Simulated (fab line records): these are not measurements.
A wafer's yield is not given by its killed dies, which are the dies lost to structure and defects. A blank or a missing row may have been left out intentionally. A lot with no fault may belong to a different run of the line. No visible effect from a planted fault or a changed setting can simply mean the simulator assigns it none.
Chamber matching | flow n5-finfet | rie-si-01 running N5_STI_FIN_REVEAL_ETCH_34: 4 sister chambers
The step etches Si in H2, material Si, target depth 0.97 nm. 14 wafers are shown with their chamber, then 7 later ones without.

== WAFERS, EACH WITH ITS CHAMBER ==
wafer  | chamber | drypump-motor-current-A (A) | throttle-valve-pct (%) | oes-product-au (a.u.)
L084.1 | 1       | 5.3                         | 26.2                   | 0.996
L084.5 | 2       | 5.5                         | 25.5                   | 1.031
L084.6 | 1       | 5.3                         | 26.2                   | 0.993
L085.2 | 1       | 5.3                         | 26.2                   | 0.993
L085.3 | 2       | 5.4                         | 25.5                   | 1.023
L085.4 | 3       | 5.5                         | 26.7                   | 0.993
L087.1 | 2       | 5.5                         | 25.6                   | 1.026
L087.5 | 0       | 6.7                         | 24.8                   | 0.990
L087.6 | 3       | 5.5                         | 26.6                   | 0.994
L088.1 | 2       | 5.4                         | 25.5                   | 1.023
L088.2 | 0       | 6.7                         | 24.8                   | 0.972
L088.5 | 2       | 5.5                         | 25.5                   | 1.020
L093.3 | 1       | 5.3                         | 26.2                   | 0.997
L093.5 | 1       | 5.3                         | 26.2                   | 0.997

SIGNATURES (averages over the wafers above)
reading                 | chamber 0 | chamber 1 | chamber 2 | chamber 3 | scatter within a chamber
drypump-motor-current-A | 6.700     | 5.300     | 5.460     | 5.500     | 0.0346
throttle-valve-pct      | 24.800    | 26.200    | 25.520    | 26.650    | 0.0361
oes-product-au          | 0.98100   | 0.99520   | 1.02460   | 0.99350   | 0.00498
Rule: for a wafer and a chamber, the distance is found by dividing, reading by reading, the gap between the wafer's reading and the chamber's mean by the reading's scatter, squaring, summing and taking the root. The wafer belongs to the nearest chamber; if the next one is less than 2 further off, it can't be placed. The scatter: the root of (the sum of the squares of (reading less its chamber's mean) over the shown wafers, divided by (wafers less chambers)).

== WAFERS MISSING THEIR CHAMBER ==
wafer  | drypump-motor-current-A (A) | throttle-valve-pct (%) | oes-product-au (a.u.)
L093.6 | 5.4                         | 25.5                   | 1.021
L095.1 | 5.3                         | 26.2                   | 0.989
L095.4 | 5.5                         | 26.7                   | 0.988
L095.6 | 6.7                         | 24.8                   | 0.973
L097.3 | 5.5                         | 26.7                   | 0.994
L097.5 | 5.5                         | 26.6                   | 0.993
L097.6 | 6.7                         | 24.8                   | 0.978

== EACH ONE'S CHAMBER ==
wafer  | from the rows above | in truth
L093.6 | 2                   | 2
L095.1 | 1                   | 1
L095.4 | 3                   | 3
L095.6 | 0                   | 0
L097.3 | 3                   | 3
L097.5 | 3                   | 3
L097.6 | 0                   | 0
7 of 7 placed correctly. Can't be placed from these rows: 0. 0 placed wrongly.
